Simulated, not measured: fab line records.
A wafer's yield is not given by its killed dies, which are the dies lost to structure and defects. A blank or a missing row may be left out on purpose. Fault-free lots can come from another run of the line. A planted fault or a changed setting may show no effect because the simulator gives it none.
fab line records | flow nand-harc
record: lots: 12 | wafers: 36 | last-day: 24
route steps=1159 shown P_GATE@190 P_CONTACT@217 END@1159
lots that met no fault: taken from a fault-free run of the same line
start-h: hours from the record's first day to the start of the lot's first wafer shown | wait-h: hours from the lot's prior step to this one | " same as the row above | L1.1+2: a row that stands for several wafers | - value missing, or start not given | * or withheld: withheld | < > ~ a bound
route shown NAME@n: NAME is a module with steps in the file, n the number in the route of the first one | usual: the fault-free wafers' mean and standard deviation | same: alike in all rows | chamber/n: place in a boat | sites: the reading at each site | _std_site: the values' standard deviation | _edge_site: the outer-site mean with the inner-site mean subtracted | radius-mm: for every site, how far away it sits from the centre of the wafer | mask NAME#n: copy n | behind: the tool/chamber that last shaped the wafer | hold: cause of the lot's hold/its duration in hours/its outcome | device: the n, p or np transistor that did not switch | end of line: tests of these same wafers at the route's end | a step with no rows: only its recipe | killed: dies that structure and defects cost at the first sort, which is not the same as the wafer's yield | map: shows each die of a wafer: x if killed, . if not, _ if none is there
set.NAME: setting as actually run; set.NAME@STEP: the setting as run at that earlier step | model.NAME: the simulator's own value behind a step, which no gauge read
route steps across a sampled set of lots; one table per step, one row per wafer
services: a tool's chamber out of use, with start hour (start-h, from the record's first day; less than 0 if before it), hours out, and reason
== steps ==
step: NHARC_P_GATE_STRIP_76
recipe: power-w: 1500 | temp-c: 250 | chemistry: O2
usual: drypump-motor-current-A: 5.7/0.61 | heater-power-w: 362/27
lot.wafer | tool            | chamber | start-h | wait-h | drypump-motor-current-A | heater-power-w | rf-hours-counter-h
L990.4    | plasma-asher-02 | 0       | 111.40  | 0.2    | 6.5                     | 346            | -
L990.6    | "               | 0       | "       | "      | 6.6                     | 344            | -
L990.5    | "               | 1       | "       | "      | 5.8                     | 332            | -
L992.2    | plasma-asher-01 | 0       | 129.48  | 0.2    | 5.8                     | 384            | 5
L992.4    | "               | 0       | "       | "      | 5.8                     | 379            | -
L992.5    | "               | 0       | "       | "      | 5.8                     | 384            | -
L991.1    | plasma-asher-01 | 1       | 132.10  | 0.2    | 4.8                     | 400            | 6
L991.3    | "               | 0       | "       | "      | 5.8                     | 365            | -
L991.5    | "               | 0       | "       | "      | 5.7                     | 375            | -
L993.4    | plasma-asher-01 | 1       | 135.46  | 0.1    | 4.9                     | 402            | -
L993.6    | "               | 0       | "       | "      | 5.8                     | 380            | -
L993.5    | "               | 1       | "       | "      | 4.8                     | 393            | -
L994.4    | plasma-asher-01 | 1       | 136.18  | 0.1    | 4.8                     | 401            | -
L994.5    | "               | 0       | "       | "      | 5.8                     | 376            | -
L994.6    | "               | 1       | "       | "      | 4.9                     | 380            | -
L995.1    | plasma-asher-02 | 0       | 147.49  | 0.2    | 6.5                     | 347            | 45
L995.3    | "               | 1       | "       | "      | 5.8                     | 322            | -
L995.6    | "               | 0       | "       | "      | 6.5                     | 356            | -
L103.1    | plasma-asher-02 | 1       | 196.44  | 0.2    | 5.8                     | 326            | 1
L103.4    | "               | 0       | "       | "      | 6.6                     | 341            | -
L103.5    | "               | 0       | "       | "      | 6.6                     | 360            | -
L104.1    | plasma-asher-02 | 1       | 202.28  | 0.2    | 5.8                     | 322            | 4
L104.6    | "               | 0       | "       | "      | 6.6                     | 352            | -
L104.5    | "               | 1       | "       | "      | 5.8                     | 325            | -
L106.1    | plasma-asher-01 | 0       | 216.78  | 0.2    | 5.8                     | 387            | 37
L106.3    | "               | 0       | "       | "      | 5.8                     | 375            | -
L106.5    | "               | 1       | "       | "      | 4.8                     | 392            | -
L107.2    | plasma-asher-01 | 0       | 220.59  | 0.2    | 5.8                     | 381            | 38
L107.3    | "               | 1       | "       | "      | 4.8                     | 381            | -
L107.6    | "               | 0       | "       | "      | 5.7                     | 388            | -
L109.1    | plasma-asher-02 | 0       | 231.85  | 0.2    | 6.5                     | 337            | 13
L109.4    | "               | 0       | "       | "      | 6.6                     | 348            | -
L109.5    | "               | 0       | "       | "      | 6.6                     | 352            | -
L111.1    | plasma-asher-02 | 0       | 235.95  | 0.2    | 6.5                     | 342            | 15
L111.2    | "               | 1       | "       | "      | 5.8                     | 318            | 15
L111.3    | "               | 0       | "       | "      | 6.5                     | 360            | -
step: NHARC_P_GATE_STRIP_95
recipe: power-w: 1500 | temp-c: 250 | chemistry: O2
usual: drypump-motor-current-A: 5.7/0.61 | heater-power-w: 366/27
lot.wafer | tool            | chamber | start-h | wait-h | drypump-motor-current-A | heater-power-w | rf-hours-counter-h
L990.4    | plasma-asher-01 | 1       | 113.45  | 0.4    | 4.9                     | 391            | -
L990.5    | "               | 1       | "       | "      | 4.9                     | 383            | -
L990.6    | "               | 0       | "       | "      | 5.8                     | 383            | -
L992.2    | plasma-asher-01 | 1       | 131.65  | 0.6    | 4.8                     | 399            | 6
L992.4    | "               | 0       | "       | "      | 5.7                     | 393            | -
L992.5    | "               | 1       | "       | "      | 4.9                     | 392            | -
L991.1    | plasma-asher-01 | 0       | 134.37  | 0.5    | 5.8                     | 382            | 8
L991.3    | "               | 0       | "       | "      | 5.7                     | 385            | -
L991.5    | "               | 0       | "       | "      | 5.8                     | 375            | -
L993.4    | plasma-asher-01 | 1       | 137.62  | 0.4    | 4.8                     | 404            | -
L993.6    | "               | 1       | "       | "      | 4.8                     | 396            | -
L993.5    | "               | 0       | "       | "      | 5.8                     | 367            | -
L994.4    | plasma-asher-02 | 0       | 138.33  | 0.4    | 6.5                     | 343            | -
L994.6    | "               | 0       | "       | "      | 6.5                     | 345            | -
L994.5    | "               | 1       | "       | "      | 5.8                     | 328            | -
L995.1    | plasma-asher-02 | 0       | 150.19  | 0.5    | 6.5                     | 345            | 47
L995.3    | "               | 1       | "       | "      | 5.8                     | 324            | -
L995.6    | "               | 0       | "       | "      | 6.5                     | 342            | -
L103.1    | plasma-asher-01 | 1       | 198.68  | 0.5    | 4.8                     | 395            | 32
L103.4    | "               | 0       | "       | "      | 5.8                     | 383            | -
L103.5    | "               | 0       | "       | "      | 5.8                     | 380            | -
L104.1    | plasma-asher-02 | 0       | 204.48  | 0.6    | 6.6                     | 346            | 5
L104.5    | "               | 0       | "       | "      | 6.5                     | 345            | -
L104.6    | "               | 1       | "       | "      | 5.8                     | 323            | -
L106.1    | plasma-asher-01 | 0       | 218.95  | 0.6    | 5.8                     | 379            | 38
L106.3    | "               | 1       | "       | "      | 4.8                     | 399            | -
L106.5    | "               | 0       | "       | "      | 5.8                     | 369            | -
L107.2    | plasma-asher-02 | 0       | 222.77  | 0.5    | 6.5                     | 344            | 11
L107.3    | "               | 1       | "       | "      | 5.8                     | 324            | -
L107.6    | "               | 1       | "       | "      | 5.8                     | 323            | -
L109.1    | plasma-asher-02 | 1       | 234.01  | 0.5    | 5.8                     | 328            | 14
L109.4    | "               | 0       | "       | "      | 6.6                     | 344            | -
L109.5    | "               | 1       | "       | "      | 5.8                     | 332            | -
L111.2    | plasma-asher-02 | 1       | 238.17  | 0.6    | 5.8                     | 318            | 17
L111.1    | "               | 0       | "       | "      | 6.5                     | 346            | 17
L111.3    | "               | 1       | "       | "      | 5.8                     | 331            | -
step: NHARC_P_CONTACT_DEP_30
recipe: target-thk-a: 300 | temp-c: 400 | target-thk-nm: 30 | flow-sccm: 200 | rf-w: 450 | material: SiNx
usual: heater-power-w: 703/79 | rf-fwd-power-W: 448.8/1.4
lot.wafer | tool     | chamber | start-h | wait-h | heater-power-w | rf-fwd-power-W
L990.5    | pecvd-01 | 0       | 115.75  | 0.3    | 835            | 449.8
L990.4    | "        | 1       | "       | "      | 859            | 450.2
L990.6    | "        | 2       | "       | "      | 806            | 449.0
L992.2    | pecvd-04 | 2       | 133.70  | 0.1    | 577            | 447.8
L992.5    | "        | 1       | "       | "      | 749            | 448.2
L992.4    | "        | 2       | "       | "      | 590            | 449.4
L991.3    | pecvd-04 | 2       | 136.25  | 0.1    | 680            | 449.3
L991.1    | "        | 1       | "       | "      | 698            | 448.2
L991.5    | "        | 1       | "       | "      | 703            | 450.1
L993.4    | pecvd-01 | 1       | 139.60  | 0.2    | 786            | 449.5
L993.6    | "        | 2       | "       | "      | 664            | 449.3
L993.5    | "        | 0       | "       | "      | 725            | 448.4
L994.4    | pecvd-01 | 1       | 140.38  | 0.2    | 832            | 447.0
L994.5    | "        | 2       | "       | "      | 659            | 446.6
L994.6    | "        | 0       | "       | "      | 761            | 448.9
L995.3    | pecvd-03 | 1       | 152.16  | 0.1    | 705            | 448.9
L995.1    | "        | 2       | "       | "      | 595            | 448.4
L995.6    | "        | 1       | "       | "      | 711            | 447.3
L103.1    | pecvd-01 | 1       | 200.86  | 0.1    | 717            | 448.3
L103.4    | "        | 1       | "       | "      | 711            | 449.4
L103.5    | "        | 2       | "       | "      | 774            | 448.6
L104.1    | pecvd-03 | 1       | 206.46  | 0.1    | 735            | 448.0
L104.5    | "        | 2       | "       | "      | 645            | 448.5
L104.6    | "        | 1       | "       | "      | 734            | 447.1
L106.3    | pecvd-01 | 1       | 220.85  | 0.1    | 799            | 446.6
L106.1    | "        | 2       | "       | "      | 762            | 450.8
L106.5    | "        | 2       | "       | "      | 769            | 448.9
L107.3    | pecvd-04 | 1       | 224.77  | 0.1    | 737            | 450.3
L107.2    | "        | 2       | "       | "      | 639            | 446.3
L107.6    | "        | 1       | "       | "      | 740            | 450.5
L109.1    | pecvd-04 | 2       | 235.96  | 0.1    | 654            | 450.7
L109.4    | "        | 0       | "       | "      | 722            | 447.5
L109.5    | "        | 1       | "       | "      | 742            | 451.2
L111.2    | pecvd-03 | 1       | 240.20  | 0.2    | 675            | 449.6
L111.3    | "        | 2       | "       | "      | 580            | 450.0
L111.1    | "        | 0       | "       | "      | 692            | 448.1
step: NHARC_P_CONTACT_EXPOSE_09
recipe: na: 1.35 | target-cd-nm: 90 | dose-mj: 81.26 | mask-id: P_CA
lot.wafer  | tool            | chamber | start-h | wait-h | mask
L990.4+5+6 | arfi-scanner-03 | 0       | 116.93  | -      | P_CA#0
L992.2+4+5 | arfi-scanner-03 | 0       | 134.97  | -      | P_CA#0
L991.1+3+5 | arfi-scanner-01 | 0       | 137.65  | -      | P_CA#0
L993.4+5+6 | arfi-scanner-01 | 0       | 140.80  | -      | P_CA_R1#0
L994.4+5+6 | arfi-scanner-01 | 0       | 141.56  | -      | P_CA#0
L995.1+3+6 | arfi-scanner-03 | 0       | 153.56  | -      | P_CA#0
L103.1+4+5 | arfi-scanner-02 | 0       | 202.28  | -      | P_CA#0
L104.1+5+6 | arfi-scanner-02 | 0       | 207.67  | -      | P_CA#0
L106.1+3+5 | arfi-scanner-01 | 0       | 222.13  | -      | P_CA#0
L107.2+3+6 | arfi-scanner-01 | 0       | 226.05  | -      | P_CA#0
L109.1+4+5 | arfi-scanner-02 | 0       | 237.39  | -      | P_CA#0
L111.1+2+3 | arfi-scanner-01 | 0       | 241.60  | -      | P_CA#0
step: NHARC_P_CONTACT_CD_MEAS_12
recipe: target-cd-nm: 90 | landing-energy-ev: 500
usual: cd-nm: 90.0/0.62
lot.wafer | tool      | chamber | start-h | wait-h | cd-nm
L990.4    | cd-sem-01 | 0       | 117.06  | -      | 91.1
L990.5    | "         | 0       | "       | "      | 90.4
L990.6    | "         | 0       | "       | "      | 91.6
L992.2    | cd-sem-01 | 0       | 135.11  | -      | 89.7
L992.4    | "         | 0       | "       | "      | 90.6
L992.5    | "         | 0       | "       | "      | 90.5
L991.1    | cd-sem-01 | 0       | 137.79  | -      | 89.3
L991.3    | "         | 0       | "       | "      | 90.2
L991.5    | "         | 0       | "       | "      | 89.6
L993.4    | cd-sem-03 | 0       | 140.93  | -      | 78.5
L993.5    | "         | 0       | "       | "      | 79.9
L993.6    | "         | 0       | "       | "      | 80.0
L994.4    | cd-sem-02 | 0       | 141.69  | -      | 89.4
L994.5    | "         | 0       | "       | "      | 89.2
L994.6    | "         | 0       | "       | "      | 89.1
L995.1    | cd-sem-01 | 0       | 153.70  | -      | 91.0
L995.3    | "         | 0       | "       | "      | 91.4
L995.6    | "         | 0       | "       | "      | 90.5
L103.1    | cd-sem-02 | 0       | 202.42  | -      | 90.1
L103.4    | "         | 0       | "       | "      | 89.7
L103.5    | "         | 0       | "       | "      | 90.0
L104.1    | cd-sem-03 | 0       | 207.81  | -      | 91.3
L104.5    | "         | 0       | "       | "      | 90.1
L104.6    | "         | 0       | "       | "      | 91.4
L106.1    | cd-sem-01 | 0       | 222.27  | -      | 90.6
L106.3    | "         | 0       | "       | "      | 89.6
L106.5    | "         | 0       | "       | "      | 90.2
L107.2    | cd-sem-01 | 0       | 226.18  | -      | 90.2
L107.3    | "         | 0       | "       | "      | 90.0
L107.6    | "         | 0       | "       | "      | 88.7
L109.1    | cd-sem-01 | 0       | 237.53  | -      | 90.0
L109.4    | "         | 0       | "       | "      | 89.8
L109.5    | "         | 0       | "       | "      | 90.3
L111.1    | cd-sem-02 | 0       | 241.75  | -      | 90.8
L111.2    | "         | 0       | "       | "      | 90.2
L111.3    | "         | 0       | "       | "      | 90.1
step: NHARC_P_CONTACT_CD_MEAS_19
usual: cd-nm: 89.6/1.4
lot.wafer | tool      | chamber | start-h | wait-h | cd-nm
L990.4    | cd-sem-01 | -       | 118.12  | -      | 89.3
L990.5    | "         | -       | "       | "      | 90.7
L990.6    | "         | -       | "       | "      | 89.7
L992.2    | cd-sem-02 | -       | 136.55  | -      | 89.1
L992.4    | "         | -       | "       | "      | 91.1
L992.5    | "         | -       | "       | "      | 89.2
L991.1    | cd-sem-01 | -       | 138.84  | -      | 89.3
L991.3    | "         | -       | "       | "      | 92.1
L991.5    | "         | -       | "       | "      | 91.0
L993.4    | cd-sem-02 | -       | 142.05  | -      | 79.1
L993.5    | "         | -       | "       | "      | 79.1
L993.6    | "         | -       | "       | "      | 81.2
L994.4    | cd-sem-01 | -       | 142.75  | -      | 86.6
L994.5    | "         | -       | "       | "      | 88.1
L994.6    | "         | -       | "       | "      | 90.0
L995.1    | cd-sem-02 | -       | 154.76  | -      | 91.2
L995.3    | "         | -       | "       | "      | 91.6
L995.6    | "         | -       | "       | "      | 89.1
L103.1    | cd-sem-03 | -       | 203.63  | -      | 90.0
L103.4    | "         | -       | "       | "      | 90.2
L103.5    | "         | -       | "       | "      | 87.6
L104.1    | cd-sem-03 | -       | 209.00  | -      | 92.5
L104.5    | "         | -       | "       | "      | 92.5
L104.6    | "         | -       | "       | "      | 89.5
L106.1    | cd-sem-01 | -       | 223.34  | -      | 92.1
L106.3    | "         | -       | "       | "      | 89.0
L106.5    | "         | -       | "       | "      | 91.3
L107.2    | cd-sem-03 | -       | 227.24  | -      | 91.4
L107.3    | "         | -       | "       | "      | 88.6
L107.6    | "         | -       | "       | "      | 86.7
L109.1    | cd-sem-02 | -       | 238.60  | -      | 90.3
L109.4    | "         | -       | "       | "      | 88.0
L109.5    | "         | -       | "       | "      | 90.4
L111.1    | cd-sem-02 | -       | 242.81  | -      | 91.4
L111.2    | "         | -       | "       | "      | 90.3
L111.3    | "         | -       | "       | "      | 88.9
step: NHARC_END_SORT_01
recipe: temp-c: 25
usual: killed-at-array: 27/8.8 | killed-at-other: 0.4/0.82 | killed-at-periphery: 3.1/2.1 | killed-dies: 31/8.8 | killed-open: 3.3/2 | killed-short: 2.0/1.4
same: gross-dies: 677
lot.wafer | tool      | chamber | start-h | wait-h | killed-at-array | killed-at-other | killed-at-periphery | killed-dies | killed-open | killed-short
L993.4    | prober-01 | 0       | 484.77  | 3.4    | 7               | 0               | 19                  | 26          | 3           | 1
L993.5    | prober-01 | 0       | 485.57  | 3.7    | 15              | 0               | 9                   | 24          | 1           | 0
L993.6    | prober-01 | 0       | 486.37  | 4.0    | 10              | 0               | 11                  | 21          | 1           | 2
killed by level:class
L993.4 P_CONTACT:area-expose=12 P_ZERO_WELL:chamber-film-flake=5 A_CONTACT:chamber-film-flake=3 A_CHANNEL_HOLE_D1:chamber-film-flake=2 P_STI:geometric-particle:open=1 P_CONTACT:geometric-particle:open=1 A_ONON_D1:geometric-particle:open=1 A_WL_FILL:geometric-particle:short=1
L993.5 P_CONTACT:area-expose=7 A_STAIRCASE:chamber-film-flake=5 A_M1:chamber-film-flake=4 A_CHANNEL_HOLE_D1:chamber-film-flake=3 A_CONTACT:chamber-film-flake=2 P_GATE:geometric-particle:open=1 P_ZERO_WELL:chamber-film-flake=1 A_WL_FILL:chamber-film-flake=1
L993.6 P_CONTACT:area-expose=9 A_CHANNEL_HOLE_D1:chamber-film-flake=3 A_STAIRCASE:chamber-film-flake=3 A_CONTACT:chamber-film-flake=3 P_GATE:geometric-particle:open=1 P_M1:geometric-particle:short=1 A_WL_FILL:geometric-particle:short=1
== services ==
tool            | chamber | start-h | hours | kind
pecvd-03        | 0       | 94.09   | 4.2   | repair
plasma-asher-01 | -       | 99.61   | 9.0   | pm
plasma-asher-01 | 0       | 99.61   | 9.0   | vent-cycle
plasma-asher-01 | 1       | 99.61   | 9.0   | vent-cycle
plasma-asher-01 | 0       | 108.61  | -     | clean
plasma-asher-01 | 1       | 108.61  | -     | clean
pecvd-03        | -       | 111.37  | 13.0  | pm
plasma-asher-02 | -       | 125.13  | 3.3   | repair
arfi-scanner-03 | -       | 140.00  | 4.0   | pm
arfi-scanner-03 | -       | 146.28  | 0.5   | repair
arfi-scanner-01 | -       | 164.04  | 2.2   | repair
pecvd-01        | -       | 164.88  | 0.4   | repair
arfi-scanner-01 | -       | 175.78  | 2.1   | repair
plasma-asher-02 | -       | 183.66  | 9.0   | pm
plasma-asher-02 | 0       | 183.66  | 9.0   | vent-cycle
pecvd-04        | -       | 195.00  | 13.0  | pm
arfi-scanner-01 | -       | 200.64  | 4.0   | pm
arfi-scanner-02 | -       | 204.83  | 0.4   | repair
pecvd-01        | -       | 215.71  | 0.7   | repair
pecvd-01        | -       | 218.99  | 0.6   | repair
pecvd-01        | 0       | 224.78  | 8.1   | repair
pecvd-04        | -       | 227.01  | 1.1   | repair
pecvd-01        | -       | 237.46  | 13.0  | pm
pecvd-04        | 0       | 239.39  | 10.8  | repair
== key ==
first-sign: step: NHARC_P_CONTACT_EXPOSE_09 | reading: mask | direction: changed
effect: step: NHARC_P_CONTACT_CD_MEAS_12 | reading: cd-nm | direction: down | sigmas: 17 | usual: 90.0 | struck: 79.4
effect: step: NHARC_P_CONTACT_CD_MEAS_19 | reading: cd-nm | direction: down | sigmas: 6.9 | usual: 89.6 | struck: 79.8
effect: step: NHARC_END_SORT_01 | reading: killed-at-periphery | direction: up | sigmas: 4.7 | usual: 3.1 | struck: 13
met-at NHARC_P_CONTACT_EXPOSE_09
struck-lots L993
tester-left-out L993
not-acting-at NHARC_P_GATE_STRIP_76,NHARC_P_GATE_STRIP_95,NHARC_P_CONTACT_DEP_30
onset-between 137.65 140.80
fault: kind: wrong-mask | tool: any | chamber: - | onset-h: 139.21 | steps: NHARC_P_CONTACT_EXPOSE_09 | aux-copy: P_CA_R1#0 | cd-offset-nm: -9.6192 | scope: struck-lots-only
tester-left-out: of these lots the tester's yield and bins aren't shown, on N5 and GAA mostly nor the transistor test; their killed dies are dies lost to structure and defects alone, not to doping, threshold or leakage, so they don't give the yield
